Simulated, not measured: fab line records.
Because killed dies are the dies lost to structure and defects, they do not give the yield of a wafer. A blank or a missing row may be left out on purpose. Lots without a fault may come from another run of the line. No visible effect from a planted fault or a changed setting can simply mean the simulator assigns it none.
What tool caused it? ; flow n5-finfet ; at 1 step of a route of 1938, 9 lots with 27 wafers sampled

## WHAT THE GAUGES SHOWED, per wafer
N5_BEOL_M4_RC_MEAS_101. Usual: DIBL_N 36.2 mV/V, standard deviation 1.6; DIBL_P 36.5 mV/V, standard deviation 1.9; IOFF_N 0.158 nA/um, standard deviation 0.027; IOFF_P 0.21 nA/um, standard deviation 0.038; ION_N 675 uA/um, standard deviation 12; ION_P 464 uA/um, standard deviation 8.9; SS_N 71.5 mV/dec, standard deviation 0.61; SS_P 73.4 mV/dec, standard deviation 0.59; VT_N 250.4 mV, standard deviation 3; VT_P -250 mV, standard deviation 3.6.
lot;measured;on;DIBL_N (mV/V);DIBL_P (mV/V);IOFF_N (nA/um);IOFF_P (nA/um);ION_N (uA/um);ION_P (uA/um);SS_N (mV/dec);SS_P (mV/dec);VT_N (mV);VT_P (mV);flag
L884;day 7 20:24;prober-01;37.7 36.3 38.5;38.5 36.5 39.0;0.175 0.146 0.194;0.26 0.22 0.27;683 676 683;474 472 468;72.3 71.1 72.0;74.0 73.0 74.1;251.0 251.9 247.4;-247 -250 -245;
L888;day 9 00:47;prober-02;37.8 37.4 35.7;36.5 37.5 34.7;0.156 0.165 0.122;0.20 0.21 0.17;672 676 653;455 462 452;70.3 71.3 70.5;73.7 73.5 72.9;252.7 248.5 254.3;-250 -248 -253;
L896;day 11 09:55;prober-02;36.5 35.6 36.6;35.8 35.8 36.3;0.149 0.133 0.158;0.23 0.24 0.24;669 668 687;466 473 477;72.0 71.4 71.9;73.0 73.2 73.9;250.0 252.2 248.9;-248 -245 -247;
L897;day 11 15:15;prober-01;36.2 39.3 38.4;37.1 40.7 39.7;0.157 0.232 0.198;0.25 0.31 0.31;685 699 686;473 480 474;70.6 72.4 71.0;73.1 74.5 74.5;247.2 243.7 244.2;-246 -241 -240;
L899;day 12 12:49;prober-02;36.2 35.3 35.5;35.3 34.9 35.6;0.141 0.142 0.138;0.18 0.18 0.18;677 668 685;464 460 457;70.7 71.1 71.1;73.0 72.6 73.1;250.3 249.4 251.5;-253 -252 -254;
L902;day 12 12:52;prober-01;37.6 35.3 34.3;39.8 38.0 36.5;0.205 0.153 0.132;0.24 0.21 0.18;676 669 658;460 462 459;72.9 71.9 71.9;74.1 74.0 73.4;246.6 252.0 253.2;-249 -251 -253;
L901;day 12 17:14;prober-01;35.9 37.0 38.6;35.2 37.2 40.1;0.144 0.162 0.212;0.20 0.23 0.30;699 691 705;475 467 488;71.7 71.6 72.1;73.5 74.1 74.0;248.9 248.4 245.7;-250 -251 -242;
L904;day 13 14:35;prober-02;35.7 36.8 35.6;35.7 38.1 36.5;0.158 0.175 0.165;0.18 0.23 0.20;677 666 677;459 457 468;71.2 71.6 71.4;72.7 73.8 72.8;248.8 247.5 248.2;-254 -250 -251;
L906;day 14 01:01;prober-01;38.4 36.2 36.0;38.9 36.3 35.3;0.223 0.157 0.158;0.30 0.23 0.21;690 666 675;478 461 461;73.0 71.9 71.6;74.6 73.7 72.9;246.9 252.2 252.8;-245 -248 -252;

## EACH LOT AND THE TOOL THAT RAN IT (in order: tool; ch and the chambers of the sampled wafers; start)
Record: no process step prior to these readings.

## WHAT THE TOOLS THEMSELVES READ (means of the sampled wafers that have a number; where no wafer has one, the mark that the record gives instead)
The record holds no such reading with a usual standard deviation.

## THE ANSWER, worked out from the rows above alone
Rule: a lot counts as off when the mean over its wafers that have a number is more than 3 standard deviations away from the usual mean. A lot without any number at a reading at which 4 lots or more have one is off too. All remaining lots with rows at the step are treated as sound. After the gauges, taken in route order, come the tools' own readings; for these a lot's mean is taken, as printed above. At the first step where some lot is off, the reading lying furthest off is the one used; lots without a number count as furthest.
No lot is off at any reading shown: from this, nothing can be told.

## WHAT THE SIMULATOR PUT IN
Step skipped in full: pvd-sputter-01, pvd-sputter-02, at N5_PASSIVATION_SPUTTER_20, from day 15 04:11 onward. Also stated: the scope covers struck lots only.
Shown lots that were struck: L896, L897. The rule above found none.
